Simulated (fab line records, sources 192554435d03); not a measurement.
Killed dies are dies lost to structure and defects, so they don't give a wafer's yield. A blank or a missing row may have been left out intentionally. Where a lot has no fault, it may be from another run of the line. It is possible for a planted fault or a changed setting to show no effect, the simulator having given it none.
fab line records	flow n5-finfet
record: lots: 24	wafers: 72	last-day: 19
route steps=1938 shown BEOL_M1@809 BEOL_M2@842
lots untouched by any fault: they come from a run of this same line in which no faults occurred
start-h: the number of hours between the record's first day and the start of the first shown wafer of the lot	wait-h: time in hours since the lot's previous step	" the same as in the row above	L1.1+2: several wafers, shown together as one row	- either no value or no given start	* or withheld: withheld	< > ~ a bound
route shown NAME@n: a module of which the file shows steps, and the number in the route of the first	usual: the fault-free wafers' mean and standard deviation	same: alike in all rows	chamber/n: place in a boat	sites: the reading at each site	_std_site: standard deviation across them	_edge_site: inner sites' mean taken away from outer sites' mean	radius-mm: for every site, how far away it sits from the centre of the wafer	mask NAME#n: copy n	behind: the tool/chamber that last shaped the wafer	hold: what put the lot on hold/how long, in hours/how the hold closed	device: transistor that didn't switch, given as n, p or np	end of line: the tests these same wafers got at the end of their route	for a step that has no rows: nothing shown but its recipe	killed: at the first sort, the dies lost to defects and structure; wafer yield is something else	map: shows each die of a wafer: x if killed, . if not, _ if none is there
set.NAME: the setting as run; set.NAME@STEP: as run at that earlier step	model.NAME: the simulator's own value behind a step, which no gauge read
one table for each step of the route and one row for each wafer, over a sample of lots
services: from which hour (start-h, from the record's first day; less than 0 if before it) a tool's chamber was out of use, for how many hours, and why
== steps ==
step: N5_BEOL_M1_DEGAS_44
recipe: ambient: vacuum	temp-c: 250	time-s: 60
usual: heater-power-w: 339/38
lot.wafer	tool	chamber	start-h	wait-h	heater-power-w
L074.2	pvd-sputter-03	-	127.31	0.2	361
L074.3	"	-	"	"	275
L074.5	"	-	"	"	361
L075.3	pvd-sputter-03	-	132.34	0.9	356
L075.5	"	-	"	"	274
L075.6	"	-	"	"	354
L076.2	pvd-sputter-03	-	138.77	0.3	387
L076.4	"	-	"	"	369
L076.5	"	-	"	"	389
L077.2	pvd-sputter-02	-	141.83	0.3	348
L077.4	"	-	"	"	309
L077.5	"	-	"	"	348
L078.1	pvd-sputter-01	-	147.56	0.3	283
L078.3	"	-	"	"	374
L078.5	"	-	"	"	303
L079.3	pvd-sputter-03	-	152.87	0.2	272
L079.4	"	-	"	"	384
L079.6	"	-	"	"	362
L080.1	pvd-sputter-01	-	162.88	0.5	309
L080.3	"	-	"	"	281
L080.4	"	-	"	"	368
L082.1	pvd-sputter-01	-	170.05	0.0	381
L082.3	"	-	"	"	281
L082.4	"	-	"	"	287
L081.1	pvd-sputter-03	-	173.27	0.3	388
L081.2	"	-	"	"	370
L081.5	"	-	"	"	387
L083.1	pvd-sputter-03	-	183.66	0.2	281
L083.3	"	-	"	"	359
L083.6	"	-	"	"	391
L084.1	pvd-sputter-02	-	188.07	0.4	345
L084.3	"	-	"	"	311
L084.4	"	-	"	"	360
L086.1	pvd-sputter-01	-	209.26	0.2	377
L086.2	"	-	"	"	306
L086.6	"	-	"	"	373
L085.3	pvd-sputter-03	-	209.41	0.3	365
L085.4	"	-	"	"	381
L085.6	"	-	"	"	388
L087.3	pvd-sputter-03	-	214.29	0.3	384
L087.5	"	-	"	"	397
L087.6	"	-	"	"	278
L088.1	pvd-sputter-01	-	216.02	0.8	317
L088.3	"	-	"	"	377
L088.5	"	-	"	"	278
L089.3	pvd-sputter-01	-	223.99	0.1	309
L089.5	"	-	"	"	287
L089.6	"	-	"	"	298
L091.1	pvd-sputter-01	-	224.07	0.1	292
L091.2	"	-	"	"	376
L091.4	"	-	"	"	307
L090.1	pvd-sputter-02	-	227.21	0.5	352
L090.2	"	-	"	"	305
L090.4	"	-	"	"	349
L092.1	pvd-sputter-02	-	237.21	0.2	343
L092.2	"	-	"	"	315
L092.6	"	-	"	"	312
L093.1	pvd-sputter-03	-	245.33	0.3	356
L093.3	"	-	"	"	386
L093.6	"	-	"	"	281
L094.1	pvd-sputter-02	-	248.82	0.6	307
L094.3	"	-	"	"	343
L094.4	"	-	"	"	332
L095.1	pvd-sputter-02	-	253.88	0.3	337
L095.2	"	-	"	"	351
L095.5	"	-	"	"	351
L097.2	pvd-sputter-02	-	268.41	1.0	315
L097.5	"	-	"	"	340
L097.6	"	-	"	"	309
L096.1	pvd-sputter-03	-	273.82	0.2	384
L096.5	"	-	"	"	367
L096.6	"	-	"	"	382
step: N5_BEOL_M1_ANNEAL_49
recipe: temp-c: 400	time-s: 240	ambient: vacuum
usual: heater-power-w: 845/88
lot.wafer	tool	chamber	start-h	wait-h	heater-power-w
L074.2	pvd-sputter-01	-	128.12	0.0	706
L074.3	"	-	"	"	937
L074.5	"	-	"	"	765
L075.3	pvd-sputter-03	-	133.31	0.0	896
L075.5	"	-	"	"	963
L075.6	"	-	"	"	959
L076.2	pvd-sputter-01	-	139.65	0.0	908
L076.4	"	-	"	"	781
L076.5	"	-	"	"	736
L077.2	pvd-sputter-01	-	142.50	0.0	770
L077.4	"	-	"	"	713
L077.5	"	-	"	"	770
L078.1	pvd-sputter-01	-	148.48	0.0	801
L078.3	"	-	"	"	685
L078.5	"	-	"	"	740
L079.3	pvd-sputter-03	-	155.50	0.0	962
L079.4	"	-	"	"	675
L079.6	"	-	"	"	699
L080.1	pvd-sputter-02	-	164.02	0.0	853
L080.3	"	-	"	"	879
L080.4	"	-	"	"	763
L082.1	pvd-sputter-03	-	171.07	0.0	673
L082.3	"	-	"	"	938
L082.4	"	-	"	"	956
L081.1	pvd-sputter-03	-	174.21	0.0	970
L081.2	"	-	"	"	970
L081.5	"	-	"	"	977
L083.1	pvd-sputter-01	-	186.00	0.0	708
L083.3	"	-	"	"	957
L083.6	"	-	"	"	748
L084.1	pvd-sputter-02	-	189.03	0.0	767
L084.3	"	-	"	"	844
L084.4	"	-	"	"	878
L085.3	pvd-sputter-03	-	210.37	0.0	895
L085.4	"	-	"	"	968
L085.6	"	-	"	"	868
L086.1	pvd-sputter-01	-	211.92	0.0	763
L086.2	"	-	"	"	771
L086.6	"	-	"	"	932
L087.3	pvd-sputter-03	-	215.17	0.0	962
L087.5	"	-	"	"	895
L087.6	"	-	"	"	692
L088.1	pvd-sputter-01	-	216.74	0.0	715
L088.3	"	-	"	"	935
L088.5	"	-	"	"	939
L089.3	pvd-sputter-02	-	224.95	0.0	854
L089.5	"	-	"	"	769
L089.6	"	-	"	"	878
L091.1	pvd-sputter-03	-	226.44	0.0	1008
L091.2	"	-	"	"	921
L091.4	"	-	"	"	955
L090.1	pvd-sputter-02	-	228.20	0.0	766
L090.2	"	-	"	"	870
L090.4	"	-	"	"	873
L092.1	pvd-sputter-02	-	237.90	0.0	886
L092.2	"	-	"	"	877
L092.6	"	-	"	"	783
L093.1	pvd-sputter-02	-	246.38	0.0	776
L093.3	"	-	"	"	852
L093.6	"	-	"	"	871
L094.1	pvd-sputter-02	-	249.82	0.0	875
L094.3	"	-	"	"	898
L094.4	"	-	"	"	777
L095.1	pvd-sputter-02	-	254.68	0.0	877
L095.2	"	-	"	"	880
L095.5	"	-	"	"	804
L097.2	pvd-sputter-02	-	271.71	0.0	865
L097.5	"	-	"	"	773
L097.6	"	-	"	"	879
L096.1	pvd-sputter-01	-	274.63	0.0	777
L096.5	"	-	"	"	935
L096.6	"	-	"	"	779
step: N5_BEOL_M1_ANNEAL_95
recipe: temp-c: 400	time-s: 240	ambient: vacuum
usual: heater-power-w: 842/89
lot.wafer	tool	chamber	start-h	wait-h	heater-power-w
L074.2	pvd-sputter-01	-	129.66	0.0	689
L074.3	"	-	"	"	919
L074.5	"	-	"	"	782
L075.3	pvd-sputter-03	-	134.85	0.0	897
L075.5	"	-	"	"	982
L075.6	"	-	"	"	980
L076.2	pvd-sputter-01	-	141.19	0.0	936
L076.4	"	-	"	"	745
L076.5	"	-	"	"	715
L077.2	pvd-sputter-01	-	144.04	0.0	773
L077.4	"	-	"	"	714
L077.5	"	-	"	"	789
L078.1	pvd-sputter-01	-	150.02	0.0	808
L078.3	"	-	"	"	704
L078.5	"	-	"	"	749
L079.3	pvd-sputter-03	-	157.04	0.0	958
L079.4	"	-	"	"	672
L079.6	"	-	"	"	684
L080.1	pvd-sputter-02	-	165.56	0.0	839
L080.3	"	-	"	"	867
L080.4	"	-	"	"	769
L082.1	pvd-sputter-03	-	172.61	0.0	693
L082.3	"	-	"	"	963
L082.4	"	-	"	"	954
L081.1	pvd-sputter-03	-	175.75	0.0	992
L081.2	"	-	"	"	972
L081.5	"	-	"	"	984
L083.1	pvd-sputter-01	-	187.54	0.0	727
L083.3	"	-	"	"	914
L083.6	"	-	"	"	777
L084.1	pvd-sputter-02	-	190.57	0.0	786
L084.3	"	-	"	"	868
L084.4	"	-	"	"	853
L085.3	pvd-sputter-03	-	211.91	0.0	879
L085.4	"	-	"	"	941
L085.6	"	-	"	"	913
L086.1	pvd-sputter-01	-	213.46	0.0	791
L086.2	"	-	"	"	760
L086.6	"	-	"	"	902
L087.3	pvd-sputter-03	-	216.71	0.0	984
L087.5	"	-	"	"	896
L087.6	"	-	"	"	668
L088.1	pvd-sputter-01	-	218.28	0.0	702
L088.3	"	-	"	"	955
L088.5	"	-	"	"	952
L089.3	pvd-sputter-02	-	226.49	0.0	835
L089.5	"	-	"	"	761
L089.6	"	-	"	"	895
L091.1	pvd-sputter-03	-	227.98	0.0	955
L091.2	"	-	"	"	901
L091.4	"	-	"	"	967
L090.1	pvd-sputter-02	-	229.74	0.0	791
L090.2	"	-	"	"	870
L090.4	"	-	"	"	828
L092.1	pvd-sputter-02	-	239.44	0.0	877
L092.2	"	-	"	"	885
L092.6	"	-	"	"	755
L093.1	pvd-sputter-02	-	247.92	0.0	757
L093.3	"	-	"	"	851
L093.6	"	-	"	"	870
L094.1	pvd-sputter-02	-	251.36	0.0	873
L094.3	"	-	"	"	859
L094.4	"	-	"	"	781
L095.1	pvd-sputter-02	-	256.22	0.0	861
L095.2	"	-	"	"	888
L095.5	"	-	"	"	763
L097.2	pvd-sputter-02	-	273.25	0.0	874
L097.5	"	-	"	"	755
L097.6	"	-	"	"	867
L096.1	pvd-sputter-01	-	276.17	0.0	751
L096.5	"	-	"	"	927
L096.6	"	-	"	"	768
step: N5_BEOL_M1_RS_MEAS_58
recipe: thk-meas-gauge: four-point-probe	reads: Co_of_BEOL_M1_CO_CAP_55+Cu_of_BEOL_M1_ECD_50+Co_of_BEOL_M1_CVD_47+TaN_of_BEOL_M1_ALD_84
usual: M1_RS: 0.675/0.028
lot.wafer	tool	chamber	start-h	wait-h	M1_RS[ohm/sq]
L074.2	film-metro-02	-	130.90	0.1	0.718
L074.3	"	-	"	"	0.701
L074.5	"	-	"	"	0.665
L075.3	film-metro-01	-	136.25	0.1	0.672
L075.5	"	-	"	"	0.663
L075.6	"	-	"	"	0.658
L076.2	film-metro-02	-	142.41	0.1	0.650
L076.4	"	-	"	"	0.660
L076.5	"	-	"	"	0.623
L077.2	film-metro-02	-	145.35	0.1	0.690
L077.4	"	-	"	"	0.689
L077.5	"	-	"	"	0.663
L078.1	film-metro-01	-	151.21	0.0	0.669
L078.3	"	-	"	"	0.681
L078.5	"	-	"	"	0.654
L079.3	film-metro-01	-	158.22	0.1	0.674
L079.4	"	-	"	"	0.664
L079.6	"	-	"	"	0.668
L080.1	film-metro-02	-	166.96	0.0	0.664
L080.3	"	-	"	"	0.648
L080.4	"	-	"	"	0.652
L082.1	film-metro-01	-	174.02	0.0	0.680
L082.3	"	-	"	"	0.689
L082.4	"	-	"	"	0.661
L081.1	film-metro-01	-	177.16	0.0	0.722
L081.2	"	-	"	"	0.741
L081.5	"	-	"	"	0.678
L083.1	film-metro-01	-	188.95	0.0	0.677
L083.3	"	-	"	"	0.666
L083.6	"	-	"	"	0.697
L084.1	film-metro-01	-	191.77	0.0	0.668
L084.3	"	-	"	"	0.658
L084.4	"	-	"	"	0.656
L085.3	film-metro-02	-	213.10	0.1	0.665
L085.4	"	-	"	"	0.627
L085.6	"	-	"	"	0.655
L086.1	film-metro-01	-	214.76	0.1	0.709
L086.2	"	-	"	"	0.677
L086.6	"	-	"	"	0.657
L087.3	film-metro-01	-	217.90	0.1	0.661
L087.5	"	-	"	"	0.651
L087.6	"	-	"	"	0.690
L088.1	film-metro-02	-	219.50	0.1	0.701
L088.3	"	-	"	"	0.734
L088.5	"	-	"	"	0.664
L089.3	film-metro-02	-	227.69	0.1	0.727
L089.5	"	-	"	"	0.673
L089.6	"	-	"	"	0.687
L091.1	film-metro-02	-	229.26	0.0	0.683
L091.2	"	-	"	"	0.708
L091.4	"	-	"	"	0.668
L090.1	film-metro-01	-	231.30	0.0	0.673
L090.2	"	-	"	"	0.651
L090.4	"	-	"	"	0.646
L092.1	film-metro-01	-	240.64	0.0	0.679
L092.2	"	-	"	"	0.668
L092.6	"	-	"	"	0.650
L093.1	film-metro-02	-	249.10	0.0	0.734
L093.3	"	-	"	"	0.677
L093.6	"	-	"	"	0.672
L094.1	film-metro-01	-	253.82	0.1	0.717
L094.3	"	-	"	"	0.713
L094.4	"	-	"	"	0.661
L095.1	film-metro-01	-	257.73	0.0	0.670
L095.2	"	-	"	"	0.648
L095.5	"	-	"	"	0.642
L097.2	film-metro-02	-	274.88	0.1	0.760
L097.5	"	-	"	"	0.698
L097.6	"	-	"	"	0.708
L096.1	film-metro-02	-	277.36	0.0	0.667
L096.5	"	-	"	"	0.710
L096.6	"	-	"	"	0.692
step: N5_BEOL_M2_THK_MEAS_01
recipe: reads: SiOC_of_BEOL_M2_ILD_DEP_00
usual: M2_ILD_THK: 78.8/1.1
lot.wafer	tool	chamber	start-h	wait-h	M2_ILD_THK[nm]
L074.2	film-metro-02	-	131.03	0.1	77.6
L074.3	"	-	"	"	78.2
L074.5	"	-	"	"	79.0
L075.3	film-metro-02	-	136.38	0.1	79.6
L075.5	"	-	"	"	81.3
L075.6	"	-	"	"	80.9
L076.2	film-metro-01	-	142.54	0.1	77.1
L076.4	"	-	"	"	79.1
L076.5	"	-	"	"	79.8
L077.2	film-metro-02	-	145.48	0.1	78.1
L077.4	"	-	"	"	79.1
L077.5	"	-	"	"	79.6
L078.1	film-metro-01	-	151.34	0.0	78.1
L078.3	"	-	"	"	78.2
L078.5	"	-	"	"	80.0
L079.3	film-metro-02	-	158.35	0.1	76.4
L079.4	"	-	"	"	79.1
L079.6	"	-	"	"	79.3
L080.1	film-metro-02	-	167.09	0.0	78.0
L080.3	"	-	"	"	77.2
L080.4	"	-	"	"	78.2
L082.1	film-metro-02	-	174.15	0.0	79.4
L082.3	"	-	"	"	79.2
L082.4	"	-	"	"	80.9
L081.1	film-metro-02	-	177.29	0.0	78.7
L081.2	"	-	"	"	78.1
L081.5	"	-	"	"	80.4
L083.1	film-metro-02	-	189.08	0.0	79.3
L083.3	"	-	"	"	78.9
L083.6	"	-	"	"	81.1
L084.1	film-metro-02	-	191.90	0.0	78.4
L084.3	"	-	"	"	78.5
L084.4	"	-	"	"	80.0
L085.3	film-metro-02	-	213.23	0.1	76.5
L085.4	"	-	"	"	78.7
L085.6	"	-	"	"	79.3
L086.1	film-metro-02	-	214.89	0.0	77.9
L086.2	"	-	"	"	77.5
L086.6	"	-	"	"	78.7
L087.3	film-metro-01	-	218.03	0.1	79.5
L087.5	"	-	"	"	79.3
L087.6	"	-	"	"	79.1
L088.1	film-metro-01	-	219.63	0.0	77.4
L088.3	"	-	"	"	78.2
L088.5	"	-	"	"	79.8
L089.3	film-metro-02	-	227.82	0.1	77.3
L089.5	"	-	"	"	80.0
L089.6	"	-	"	"	80.3
L091.1	film-metro-01	-	229.39	0.0	79.1
L091.2	"	-	"	"	78.0
L091.4	"	-	"	"	80.5
L090.1	film-metro-01	-	231.45	0.1	77.4
L090.2	"	-	"	"	78.3
L090.4	"	-	"	"	79.1
L092.1	film-metro-01	-	240.77	0.0	77.8
L092.2	"	-	"	"	77.5
L092.6	"	-	"	"	78.6
L093.1	film-metro-01	-	249.23	0.0	78.7
L093.3	"	-	"	"	76.9
L093.6	"	-	"	"	79.0
L094.1	film-metro-01	-	253.97	0.1	78.4
L094.3	"	-	"	"	80.4
L094.4	"	-	"	"	78.9
L095.1	film-metro-02	-	257.86	0.0	78.6
L095.2	"	-	"	"	77.7
L095.5	"	-	"	"	80.4
L097.2	film-metro-01	-	275.01	0.1	78.1
L097.5	"	-	"	"	78.3
L097.6	"	-	"	"	80.2
L096.1	film-metro-02	-	277.51	0.1	78.1
L096.5	"	-	"	"	80.7
L096.6	"	-	"	"	79.5
step: N5_BEOL_M2_STRIP_66
recipe: chemistry: CF4	resist: SiARC	power-w: 300	bias-power-w: 75	pressure-mtorr: 50	cf4-flow-sccm: 150	rf-frequency-hz: 6e+07
usual: drypump-motor-current-A: 5.6/0.34	oes-product-au: 0.80/0.094	rf-fwd-power-W: 292.4/0.83	rf-vpp-V: 270.9/1.4	showerhead-plenum-p-Torr: 1.78/0.047	throttle-valve-pct: 13.45/0.26
lot.wafer	tool	chamber	start-h	wait-h	drypump-motor-current-A	oes-product-au	rf-fwd-power-W	rf-hours-counter-h	rf-vpp-V	showerhead-plenum-p-Torr	throttle-valve-pct
L074.2	rie-diel-01	2	132.52	0.0	5.7	0.88	291.7	33	269.8	1.76	13.08
L074.3	"	1	"	"	5.5	0.70	291.5	206	271.0	1.78	14.02
L074.5	"	0	"	"	5.1	0.66	291.7	-	270.2	1.77	13.91
L075.3	rie-diel-06	2	139.27	0.0	5.7	0.95	290.5	3	269.3	1.76	13.27
L075.5	"	2	"	"	5.7	0.95	292.1	-	269.2	1.76	13.26
L075.6	"	3	"	"	6.2	0.69	294.0	-	269.7	1.71	13.71
L076.2	rie-diel-02	0	145.36	0.0	5.9	0.72	292.4	164	272.1	1.86	13.37
L076.4	"	3	"	"	5.2	0.73	291.5	173	272.9	1.85	13.45
L076.5	"	2	"	"	5.7	0.88	292.0	-	271.3	1.76	13.22
L077.2	rie-diel-01	1	148.05	0.0	5.5	0.69	292.5	212	270.5	1.78	14.05
L077.4	"	2	"	"	5.7	0.87	292.5	-	270.7	1.75	13.09
L077.5	"	0	"	"	5.2	0.65	292.8	-	269.8	1.76	13.92
L078.1	rie-diel-01	2	152.86	0.0	5.7	0.87	291.1	42	270.2	1.75	13.08
L078.3	"	0	"	"	5.2	0.64	292.9	265	270.5	1.76	13.93
L078.5	"	1	"	"	5.5	0.69	293.2	-	270.3	1.78	14.06
L079.3	rie-diel-01	3	162.85	0.0	6.4	0.96	293.2	4	270.3	1.76	13.21
L079.4	"	2	"	"	5.8	0.86	292.6	-	268.8	1.75	13.10
L079.6	"	1	"	"	5.5	0.69	292.6	-	271.3	1.78	14.05
L080.1	rie-diel-06	0	169.23	0.0	5.3	0.83	292.8	50	274.0	1.89	13.36
L080.3	"	3	"	"	6.1	0.68	292.6	227	269.8	1.71	13.75
L080.4	"	3	"	"	6.2	0.69	292.3	-	268.0	1.71	13.75
L082.1	rie-diel-02	3	177.72	0.0	5.2	0.72	293.5	186	271.8	1.84	13.49
L082.3	"	0	"	"	5.8	0.71	294.4	176	271.9	1.85	13.38
L082.4	"	2	"	"	5.6	0.86	292.4	38	269.7	1.75	13.24
L081.1	rie-diel-02	0	178.50	0.0	5.9	0.71	292.3	176	270.6	1.85	13.40
L081.2	"	2	"	"	5.6	0.87	293.3	39	270.6	1.75	13.23
L081.5	"	2	"	"	5.6	0.86	291.1	-	272.0	1.75	13.24
L083.1	rie-diel-02	0	191.80	0.0	5.9	0.70	291.6	180	271.3	1.85	13.40
L083.3	"	1	"	"	5.8	0.89	291.9	22	269.8	1.76	13.26
L083.6	"	0	"	"	5.9	0.70	292.6	-	272.3	1.85	13.40
L084.1	rie-diel-01	2	193.17	0.0	5.8	0.84	292.4	61	271.3	1.75	13.14
L084.3	"	3	"	"	6.4	0.94	292.0	17	271.0	1.76	13.24
L084.4	"	0	"	"	5.2	0.96	291.9	3	271.7	1.76	13.32
L085.3	rie-diel-01	0	214.64	0.0	5.2	0.93	292.7	11	271.0	1.76	13.34
L085.4	"	3	"	"	6.4	0.92	292.1	23	269.9	1.76	13.27
L085.6	"	3	"	"	6.4	0.91	292.8	-	270.3	1.76	13.25
L086.1	rie-diel-02	3	216.60	0.0	5.2	0.72	292.8	199	273.0	1.84	13.51
L086.2	"	2	"	"	5.7	0.85	292.2	51	270.9	1.75	13.30
L086.6	"	1	"	"	5.8	0.87	293.6	-	270.8	1.76	13.30
L087.3	rie-diel-02	3	219.53	0.0	5.2	0.71	293.0	200	273.0	1.84	13.54
L087.5	"	3	"	"	5.2	0.71	292.6	-	271.9	1.84	13.52
L087.6	"	2	"	"	5.6	0.84	292.4	-	269.6	1.75	13.28
L088.1	rie-diel-02	3	222.16	0.0	5.2	0.71	292.9	201	272.5	1.84	13.54
L088.3	"	1	"	"	5.8	0.85	292.6	34	271.0	1.76	13.31
L088.5	"	2	"	"	5.6	0.84	292.4	-	271.2	1.75	13.30
L089.3	rie-diel-01	2	230.90	0.0	5.7	0.83	293.0	73	270.7	1.75	13.16
L089.5	"	1	"	"	5.5	0.67	291.9	-	269.5	1.77	14.10
L089.6	"	2	"	"	5.8	0.82	293.0	-	269.2	1.75	13.17
L091.1	rie-diel-02	3	231.31	0.0	5.2	0.70	292.0	206	272.8	1.84	13.57
L091.2	"	2	"	"	5.7	0.84	292.0	59	270.3	1.75	13.31
L091.4	"	3	"	"	5.2	0.71	292.5	-	274.2	1.84	13.55
L090.1	rie-diel-02	3	234.16	0.0	5.2	0.71	292.2	207	271.1	1.84	13.54
L090.2	"	2	"	"	5.7	0.83	292.2	60	270.0	1.75	13.31
L090.4	"	2	"	"	5.7	0.83	291.4	-	271.9	1.75	13.32
L092.1	rie-diel-06	3	242.05	0.0	6.2	0.67	293.0	250	269.8	1.70	13.79
L092.2	"	0	"	"	5.3	0.79	292.2	74	272.4	1.88	13.42
L092.6	"	0	"	"	5.3	0.79	293.7	-	271.6	1.88	13.42
L093.1	rie-diel-02	2	250.92	0.0	5.7	0.82	291.6	66	268.3	1.75	13.33
L093.3	"	3	"	"	5.2	0.71	292.4	213	273.8	1.84	13.54
L093.6	"	3	"	"	5.2	0.71	293.0	-	271.8	1.84	13.56
L094.1	rie-diel-06	2	255.35	0.0	5.7	0.85	291.6	44	271.6	1.75	13.36
L094.3	"	1	"	"	5.6	0.71	292.4	197	270.8	1.78	13.59
L094.4	"	0	"	"	5.3	0.79	292.9	-	273.2	1.88	13.44
L095.1	rie-diel-01	3	259.85	0.0	6.4	0.88	291.2	43	271.2	1.75	13.30
L095.2	"	1	"	"	5.5	0.96	291.4	1	270.6	1.77	13.55
L095.5	"	1	"	"	5.5	0.97	292.8	-	271.5	1.77	13.55
L097.2	rie-diel-01	2	279.35	0.0	5.7	0.81	292.1	91	269.8	1.74	13.21
L097.5	"	3	"	"	6.4	0.87	293.8	-	270.1	1.75	13.31
L097.6	"	2	"	"	5.7	0.80	294.1	-	270.1	1.74	13.23
L096.1	rie-diel-06	3	279.90	0.0	6.2	0.96	292.2	6	272.5	1.91	13.25
L096.5	"	3	"	"	6.2	0.96	291.2	-	275.2	1.91	13.24
L096.6	"	0	"	"	5.3	0.78	292.6	-	272.9	1.88	13.46
== services ==
tool	chamber	start-h	hours	kind
rie-diel-02	1	106.75	-	clean
rie-diel-02	1	106.75	-	consumable-replace:focus-ring
rie-diel-02	1	106.75	23.7	scheduled-down
rie-diel-02	1	106.75	23.7	vent-cycle
rie-diel-06	2	112.37	4.9	repair
rie-diel-01	3	112.40	-	clean
rie-diel-01	3	112.40	-	consumable-replace:focus-ring
rie-diel-01	3	112.40	41.4	scheduled-down
rie-diel-01	3	112.40	41.4	vent-cycle
rie-diel-01	0	119.86	2.2	repair
rie-diel-01	0	154.18	-	clean
rie-diel-01	0	154.18	-	consumable-replace:focus-ring
rie-diel-01	0	154.18	33.0	scheduled-down
rie-diel-01	0	154.18	33.0	vent-cycle
rie-diel-06	1	164.44	9.9	repair
pvd-sputter-02	-	174.26	5.0	repair
rie-diel-01	3	177.60	5.2	repair
rie-diel-06	1	183.55	8.8	repair
rie-diel-02	0	212.15	22.1	repair
rie-diel-06	3	215.95	2.9	repair
rie-diel-01	1	240.61	-	clean
rie-diel-01	1	240.61	-	consumable-replace:focus-ring
rie-diel-01	1	240.61	16.8	scheduled-down
rie-diel-01	1	240.61	16.8	vent-cycle
== key ==
fault none
